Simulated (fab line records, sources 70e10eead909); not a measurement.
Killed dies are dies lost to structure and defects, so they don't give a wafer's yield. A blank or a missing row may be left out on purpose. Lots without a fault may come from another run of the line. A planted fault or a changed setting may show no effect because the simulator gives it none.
Chamber matching | flow nand_harc | NHARC_P_M1_PRE_CLEAN_32 on pecvd-03: 3 sister chambers
The step time 12 s. 16 wafers are shown with their chamber, then 8 later ones without.

WAFERS WITH THEIR CHAMBER
wafer  | chamber | heater_power_w (W)
L075.1 | 1       | 734
L075.4 | 2       | 780
L075.6 | 1       | 726
L078.2 | 1       | 701
L078.4 | 1       | 733
L078.6 | 2       | 692
L080.3 | 0       | 688
L080.4 | 0       | 685
L080.6 | 1       | 746
L081.1 | 0       | 691
L081.4 | 1       | 768
L081.5 | 2       | 699
L088.2 | 1       | 632
L088.4 | 1       | 646
L088.5 | 2       | 823
L090.1 | 0       | 696

SIGNATURES (means of the wafers above)
reading        | chamber 0 | chamber 1 | chamber 2 | scatter within a chamber
heater_power_w | 690.00    | 710.75    | 748.50    | 46.8
Rule: a wafer's distance from a chamber is the root of the sum, over the readings, of the square of ((its reading less the chamber's mean) divided by the reading's scatter). The wafer belongs to the nearest chamber; if the next one is less than 2 further off, it can't be placed. The scatter: the root of (the sum of the squares of (reading less its chamber's mean) over the shown wafers, divided by (wafers less chambers)).

WAFERS WITHOUT THEIR CHAMBER
wafer  | heater_power_w (W)
L090.2 | 782
L090.5 | 797
L091.3 | 771
L091.4 | 753
L091.5 | 715
L097.3 | 635
L097.5 | 788
L097.6 | 642

WHICH CHAMBER EACH WENT THROUGH
wafer  | from the rows above          | in truth
L090.2 | can't be placed: 2 or 1 or 0 | 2
L090.5 | can't be placed: 2 or 1 or 0 | 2
L091.3 | can't be placed: 2 or 1 or 0 | 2
L091.4 | can't be placed: 2 or 1 or 0 | 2
L091.5 | can't be placed: 1 or 0 or 2 | 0
L097.3 | can't be placed: 0 or 1 or 2 | 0
L097.5 | can't be placed: 2 or 1 or 0 | 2
L097.6 | can't be placed: 0 or 1 or 2 | 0
Placed correctly: 0 of 8. Can't be placed from these rows: 8 (the true chamber is among the candidates in 8). Placed wrongly: 0.
